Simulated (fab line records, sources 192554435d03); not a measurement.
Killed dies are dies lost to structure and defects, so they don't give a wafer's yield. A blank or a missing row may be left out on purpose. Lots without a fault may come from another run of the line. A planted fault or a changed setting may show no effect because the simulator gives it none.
Which tool did it? | flow n5_finfet | 9 lots, 25 wafers sampled, at 5 steps of a route of 1938

WHAT THE GAUGES READ, wafer by wafer
N5_HKMG_FIN_INSPECT_28: inspects for defects (darkfield). Usual: raw_defect_count 40, standard deviation 16.
lot  | measured     | on                | raw_defect_count | flag
L643 | day 5 03:33  | defect_inspect-02 | 48 23 20         |
L644 | day 5 12:26  | defect_inspect-01 | 19 25            |
L648 | day 6 09:29  | defect_inspect-02 | 39 10 28         |
L649 | day 6 15:56  | defect_inspect-02 | 42 42 121        |
L652 | day 7 09:29  | defect_inspect-02 | 50 43 29         |
L660 | day 9 12:40  | defect_inspect-02 | 52 39            |
L661 | day 9 23:02  | defect_inspect-01 | 69 29 42         |
L663 | day 10 09:58 | defect_inspect-01 | 50 45 38         |
L662 | day 10 13:14 | defect_inspect-02 | 33 63 32         |

N5_BEOL_M4_RC_MEAS_101. Usual: DIBL_N 36.0 mV/V, standard deviation 1.9; DIBL_P 36.0 mV/V, standard deviation 2.1; IOFF_N 0.155 nA/um, standard deviation 0.029; IOFF_N_85C 3.0 nA/um, standard deviation 0.46; IOFF_N_LIN 0.072 nA/um, standard deviation 0.011; IOFF_N_LONG 5.52e-05 nA/um, standard deviation 2.9e-06; IOFF_P 0.20 nA/um, standard deviation 0.032; IOFF_P_85C 3.6 nA/um, standard deviation 0.48; IOFF_P_LIN 0.097 nA/um, standard deviation 0.011; IOFF_P_LONG 0.000104 nA/um, standard deviation 8.9e-06; ION_N 672 uA/um, standard deviation 11; ION_P 461 uA/um, standard deviation 6.9; SS_N 71.5 mV/dec, standard deviation 0.58; SS_P 73.2 mV/dec, standard deviation 0.64; VT_N 250.4 mV, standard deviation 2.9; VT_N_LONG 275.2 mV, standard deviation 1.9; VT_N_LVT 98 mV, standard deviation 3.1; VT_P -251.0 mV, standard deviation 2.8; VT_P_LONG -276 mV, standard deviation 3.2; VT_P_LVT -99.1 mV, standard deviation 2.8.
lot  | measured     | on        | DIBL_N (mV/V)  | DIBL_P (mV/V)  | IOFF_N (nA/um)    | IOFF_N_85C (nA/um) | IOFF_N_LIN (nA/um) | IOFF_N_LONG (nA/um)        | IOFF_P (nA/um) | IOFF_P_85C (nA/um) | IOFF_P_LIN (nA/um) | IOFF_P_LONG (nA/um)        | ION_N (uA/um) | ION_P (uA/um) | SS_N (mV/dec)  | SS_P (mV/dec)  | VT_N (mV)         | VT_N_LONG (mV)    | VT_N_LVT (mV) | VT_P (mV)            | VT_P_LONG (mV) | VT_P_LVT (mV)       | flag
L643 | day 8 19:07  | prober-02 | 38.1 39.6 39.5 | 39.4 40.4 39.7 | 0.192 0.218 0.213 | 3.6 4.0 3.9        | 0.087 0.093 0.094  | 5.81e-05 5.85e-05 5.87e-05 | 0.26 0.27 0.27 | 4.3 4.5 4.4        | 0.114 0.118 0.117  | 0.000109 0.000102 0.000108 | 696 682 705   | 475 466 478   | 71.6 72.0 71.0 | 74.1 73.4 73.7 | 247.3 244.8 247.4 | 276.8 273.0 274.7 | 95 94 94      | -244.9 -248.1 -247.3 | -274 -275 -275 | -95.2 -95.0 -94.9   |
L644 | day 9 18:07  | prober-01 | 34.8 36.1      | 34.1 35.2      | 0.124 0.143       | 2.5 2.8            | 0.060 0.067        | 5.47e-05 5.45e-05          | 0.19 0.20      | 3.3 3.6            | 0.095 0.100        | 0.000118 0.000115          | 666 660       | 460 460       | 71.1 71.8      | 72.9 73.1      | 252.0 251.5       | 277.3 277.6       | 101 101       | -249.1 -249.3        | -272 -274      | -100.0 -98.4        |
L648 | day 10 11:44 | prober-01 | 38.1 35.3 37.7 | 38.0 34.2 37.6 | 0.178 0.125 0.177 | 3.4 2.6 3.4        | 0.081 0.061 0.081  | 5.72e-05 5.71e-05 5.76e-05 | 0.22 0.17 0.21 | 4.0 3.1 3.8        | 0.107 0.087 0.104  | 0.000108 0.000107 0.000107 | 688 671 690   | 468 459 464   | 71.8 71.0 71.1 | 73.3 72.6 73.1 | 247.4 253.8 247.6 | 273.9 275.3 273.5 | 96 103 97     | -249.7 -253.8 -250.1 | -271 -277 -275 | -98.6 -102.7 -99.5  |
L649 | day 11 00:58 | prober-01 | 36.0 35.7 34.6 | 37.2 36.8 35.8 | 0.153 0.155 0.135 | 3.0 3.0 2.7        | 0.070 0.073 0.064  | 5.3e-05 5.36e-05 5.32e-05  | 0.21 0.22 0.20 | 3.7 3.8 3.5        | 0.102 0.105 0.099  | 0.00011 0.000105 0.000109  | 688 672 665   | 469 467 466   | 70.9 71.1 71.5 | 74.1 73.8 73.6 | 249.2 250.3 251.7 | 276.1 277.0 276.9 | 100 99 101    | -248.9 -250.4 -249.1 | -275 -275 -274 | -96.4 -96.5 -97.8   |
L652 | day 11 09:58 | prober-01 | 34.1 38.1 35.3 | 33.6 39.0 34.9 | 0.122 0.217 0.142 | 2.5 4.0 2.8        | 0.061 0.097 0.069  | 5.63e-05 5.65e-05 5.67e-05 | 0.16 0.26 0.18 | 2.9 4.2 3.1        | 0.081 0.111 0.088  | 0.000104 9.6e-05 0.000104  | 657 684 673   | 462 466 459   | 71.4 72.7 71.2 | 72.6 74.0 73.4 | 252.1 243.7 248.6 | 273.5 273.3 272.7 | 102 94 101    | -255.5 -250.7 -252.9 | -278 -279 -277 | -104.3 -98.9 -103.0 |
L660 | day 13 16:08 | prober-02 | 38.9 38.5      | 38.1 37.9      | 0.198 0.033       | 3.6 0.8            | 0.086 0.015        | 5.32e-05 2.43e-05          | 0.23 0.37      | 4.1 5.9            | 0.109 0.171        | 0.000102 0.000151          | 689 571       | 466 480       | 72.3 71.9      | 73.8 74.0      | 246.5 294.9       | 279.2 322.3       | 96 145        | -250.8 -234.5        | -277 -263      | -99.4 -86.2         | OFF
L661 | day 14 00:02 | prober-02 | 33.6 32.7 34.6 | 33.1 32.2 33.9 | 0.130 0.124 0.023 | 2.6 2.5 0.6        | 0.062 0.060 0.011  | 5.92e-05 5.88e-05 2.56e-05 | 0.18 0.17 0.31 | 3.2 3.0 4.9        | 0.093 0.089 0.150  | 0.000119 0.00012 0.000174  | 675 673 549   | 467 464 476   | 71.5 70.7 70.9 | 72.1 72.4 72.7 | 250.5 255.6 302.0 | 273.8 275.4 325.4 | 99 99 150     | -250.3 -251.7 -237.9 | -272 -272 -256 | -99.5 -99.0 -84.5   | OFF
L663 | day 13 23:31 | prober-01 | 37.5 35.8 38.0 | 36.0 34.7 36.4 | 0.179 0.147 0.173 | 3.4 2.9 3.3        | 0.083 0.071 0.076  | 5.52e-05 5.51e-05 5.44e-05 | 0.23 0.20 0.24 | 3.9 3.5 4.0        | 0.105 0.097 0.105  | 9.9e-05 9.7e-05 9.9e-05    | 672 678 657   | 465 460 450   | 71.6 71.1 71.5 | 73.9 72.9 73.8 | 248.6 251.6 248.6 | 273.6 275.9 275.9 | 93 96 97      | -246.8 -250.3 -252.1 | -280 -281 -280 | -96.9 -98.4 -97.9   |
L662 | day 14 01:47 | prober-01 | 34.4 33.3 32.8 | 35.1 33.1 33.0 | 0.149 0.118 0.119 | 3.0 2.5 2.5        | 0.072 0.058 0.062  | 5.49e-05 5.47e-05 5.43e-05 | 0.19 0.15 0.16 | 3.4 2.8 3.0        | 0.093 0.079 0.085  | 9.7e-05 9.8e-05 0.000102   | 682 661 674   | 466 450 462   | 71.6 71.0 70.4 | 73.0 72.6 72.9 | 252.9 255.5 251.2 | 276.7 275.4 276.9 | 95 100 98     | -249.1 -255.7 -253.9 | -278 -279 -279 | -98.9 -102.1 -100.1 |

WHICH TOOL RAN EACH LOT (tool, then ch and the chambers of the sampled wafers, then the start)
lot  | N5_HKMG_FIN_STRIP_19                 | N5_HKMG_FIN_STRIP_89               | N5_HKMG_FIN_NWFM_ALD_20
L643 | plasma_asher-02 ch 0,1, day 4 23:38  | rie_diel-02 ch 0,1,3, day 5 00:26  | ald_metal-04 ch 0,1,2, day 5 01:01
L644 | plasma_asher-01 ch 1, day 5 08:07    | rie_diel-02 ch 1, day 5 09:22      | ald_metal-02 ch 1,3, day 5 09:56
L648 | plasma_asher-02 ch 0,1, day 6 05:28  | rie_diel-03 ch 0,1, day 6 06:24    | ald_metal-04 ch 0,1,3, day 6 06:59
L649 | plasma_asher-01 ch 0,1, day 6 12:08  | rie_diel-06 ch 1,3, day 6 12:55    | ald_metal-04 ch 1,2,3, day 6 13:29
L652 | plasma_asher-02 ch 0,1, day 7 05:49  | rie_diel-03 ch 0,2, day 7 06:29    | ald_metal-04 ch 0,1,3, day 7 07:03
L660 | plasma_asher-01 ch 0,1, day 9 08:46  | rie_diel-06 ch 0,3, day 9 09:32    | ald_metal-02 ch 2, day 9 10:07
L661 | plasma_asher-02 ch 0,1, day 9 19:02  | rie_diel-06 ch 0,1,2, day 9 19:49  | ald_metal-02 ch 1,2, day 9 20:24
L663 | plasma_asher-01 ch 0,1, day 10 06:08 | rie_diel-06 ch 0,2,3, day 10 06:57 | ald_metal-03 ch 2,3, day 10 07:31
L662 | plasma_asher-02 ch 0,1, day 10 09:25 | rie_diel-02 ch 0,1,2, day 10 10:12 | ald_metal-03 ch 0,1,3, day 10 10:49
- N5_HKMG_FIN_STRIP_19: strips in N2/H2, time 360 s.
- N5_HKMG_FIN_STRIP_89: strips SOC in N2/H2, time 20 s.
- N5_HKMG_FIN_NWFM_ALD_20: deposits TiAlC, target thk 2 nm, pulse time 3 s, purge time 2 s.

WHAT THE TOOLS THEMSELVES READ (means of the sampled wafers that have a number; where no wafer has one, the mark that the record gives instead)
N5_HKMG_FIN_STRIP_19. Usual: drypump_motor_current_A 5.5 A, standard deviation 0.36; heater_power_w 440 W, standard deviation 14.
lot  | tool            | drypump_motor_current_A (A) | heater_power_w (W) | flag
L643 | plasma_asher-02 | 5.3                         | 440                |
L644 | plasma_asher-01 | 5.4                         | 406                |
L648 | plasma_asher-02 | 5.3                         | 444                |
L649 | plasma_asher-01 | 5.6                         | 415                |
L652 | plasma_asher-02 | 5.6                         | 441                |
L660 | plasma_asher-01 | 5.7                         | 425                |
L661 | plasma_asher-02 | 5.6                         | 451                |
L663 | plasma_asher-01 | 5.6                         | 427                |
L662 | plasma_asher-02 | 5.6                         | 449                |

N5_HKMG_FIN_STRIP_89. Usual: drypump_motor_current_A 5.7 A, standard deviation 0.55; oes_product_au 0.82 a.u., standard deviation 0.066; rf_vpp_V 54.3 V, standard deviation 0.86; showerhead_plenum_p_Torr 3.36 Torr, standard deviation 0.097; throttle_valve_pct 18.9 %, standard deviation 0.46.
lot  | tool        | drypump_motor_current_A (A) | oes_product_au (a.u.) | rf_vpp_V (V) | showerhead_plenum_p_Torr (Torr) | throttle_valve_pct (%) | flag
L643 | rie_diel-02 | 5.3                         | 0.80                  | 53.8         | 3.39                            | 19.0                   |
L644 | rie_diel-02 | 5.1                         | 0.89                  | 54.5         | 3.30                            | 19.1                   |
L648 | rie_diel-03 | 5.9                         | 0.88                  | 54.8         | 3.47                            | 18.5                   |
L649 | rie_diel-06 | 6.0                         | 0.80                  | 54.1         | 3.34                            | 19.3                   |
L652 | rie_diel-03 | 5.5                         | 0.86                  | 54.4         | 3.50                            | 18.1                   |
L660 | rie_diel-06 | 6.4                         | 0.82                  | 54.1         | 3.34                            | 19.1                   |
L661 | rie_diel-06 | 5.5                         | 0.79                  | 54.1         | 3.24                            | 18.7                   |
L663 | rie_diel-06 | 6.1                         | 0.81                  | 53.7         | 3.30                            | 18.9                   |
L662 | rie_diel-02 | 5.2                         | 0.81                  | 54.3         | 3.31                            | 19.4                   |

N5_HKMG_FIN_NWFM_ALD_20. Usual: heater_power_w 494 W, standard deviation 41; precursor_pulse_height_rel 0.999, standard deviation 0.018.
lot  | tool         | heater_power_w (W) | precursor_pulse_height_rel | flag
L643 | ald_metal-04 | 478                | 0.985                      |
L644 | ald_metal-02 | 510                | 0.999                      |
L648 | ald_metal-04 | 499                | 1.007                      |
L649 | ald_metal-04 | 482                | 0.989                      |
L652 | ald_metal-04 | 496                | 0.993                      |
L660 | ald_metal-02 | 488                | 1.007                      |
L661 | ald_metal-02 | 520                | 0.998                      |
L663 | ald_metal-03 | 512                | 1.005                      |
L662 | ald_metal-03 | 513                | 1.027                      |

THE ANSWER, worked out from the rows above alone
Rule: a lot is off if the mean of its wafers that have a number lies more than 3 standard deviations from the usual mean. A lot without any number at a reading at which 4 lots or more have one is off too. The other lots that the step has rows for count as sound. The gauges are gone through in route order, then the tools' own readings, and for those a lot's mean is taken as printed above. The first step at which some lot is off is used, and at that step the reading that is off furthest; a lot without a number counts as furthest.
Off: L660, L661, at N5_BEOL_M4_RC_MEAS_101 (VT_N_LONG).
A tool fits if, at a process step before that reading, it ran every lot that is off, and no sound lot after the first of them. The gauges at N5_BEOL_M4_RC_MEAS_101 are tried like those tools. Can't be told from this: 2 tools fit, ald_metal-02 at N5_HKMG_FIN_NWFM_ALD_20, prober-02 at N5_BEOL_M4_RC_MEAS_101.

WHAT THE SIMULATOR HAD PUT IN
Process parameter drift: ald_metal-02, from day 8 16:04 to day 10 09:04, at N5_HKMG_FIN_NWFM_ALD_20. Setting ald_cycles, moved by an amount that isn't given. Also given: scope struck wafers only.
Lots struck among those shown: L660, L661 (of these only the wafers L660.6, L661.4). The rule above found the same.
